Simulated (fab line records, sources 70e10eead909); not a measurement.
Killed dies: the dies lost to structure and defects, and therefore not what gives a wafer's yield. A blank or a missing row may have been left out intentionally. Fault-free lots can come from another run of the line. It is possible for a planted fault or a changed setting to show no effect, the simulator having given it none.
The same fault as seen by 2 desks | flow nand harc | each desk has only its own numbers; what lay behind them comes last

THE METROLOGY DESK
What the gauges read for every lot (on any tool): the sampled wafers with a number, averaged. The brackets show how far a lot's mean lies from the usual mean; more than 4 standard deviations puts the lot out of limits, marked OUT.
Columns: A = cd nm at NHARC_P_M1_CD_MEAS_09, usual 130.1 nm
lot  | first seen here | A
L288 | day 6 09:43     | 130.3
L290 | day 6 22:57     | 131.2
L291 | day 7 10:14     | 131.4
L292 | day 8 06:37     | 130.5
L293 | day 8 07:31     | 130.4
L294 | day 8 15:40     | 129.4
L295 | day 9 13:24     | 131.0
L296 | day 9 18:02     | 129.4
L297 | day 10 00:56    | 130.7
L298 | day 10 09:07    | 130.6
L299 | day 10 20:57    | 130.1
L304 | day 13 00:08    | 151.3 (+27) OUT
L307 | day 14 04:51    | 146.9 (+22) OUT
L310 | day 15 12:19    | 129.9
This desk's verdict: out of limits on L304, L307, starting with L304 at day 13 00:08 (cd nm at NHARC_P_M1_CD_MEAS_09). L288, L290, L291, L292, L293, L294, L295, L296, L297, L298, L299, L310 stayed within limits.

THE TOOL OWNER'S DESK: arfi scanner-03
The tool's own readings at NHARC_P_M1_EXPOSE_06 (exposes mask P M1, target cd 130 nm): means of the sampled wafers that have a number, for each lot that ran on this tool. The brackets show how far a lot's mean lies from the usual mean; more than 4 standard deviations puts the lot out of limits, marked OUT.
Columns: A = exposure dose mJ cm2 at NHARC_P_M1_EXPOSE_06, usual 81.87
lot  | first seen here | A
L290 | day 6 22:49     | 81.90
L292 | day 8 06:28     | 81.83
L293 | day 8 07:22     | 81.90
L299 | day 10 20:49    | 81.90
L304 | day 13 00:01    | 115.28 (+99 or more) OUT
L307 | day 14 04:43    | 108.62 (+99 or more) OUT
This desk's verdict: out of limits on L304, L307, starting with L304 at day 13 00:01 (exposure dose mJ cm2 at NHARC_P_M1_EXPOSE_06). L290, L292, L293, L299 stayed within limits.

TAKEN TOGETHER
At day 13 00:01, on L304, L307, the tool owner's desk was in a position to raise an alarm.
An alarm was possible from the metrology desk at day 13 00:08, on L304, L307.
Of the lots named, all ran NHARC_P_M1_EXPOSE_06 on arfi scanner-03.

WHAT WAS PUT IN BY THE SIMULATOR
Process parameter drift: arfi scanner-03, from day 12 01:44 on, at NHARC_P_M1_EXPOSE_06. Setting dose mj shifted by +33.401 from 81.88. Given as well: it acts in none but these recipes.
Struck lots among those shown: L304, L307.
Time in hours from fault onset to the first out-of-limits reading at each desk: tool owner's desk 22, metrology desk 22.
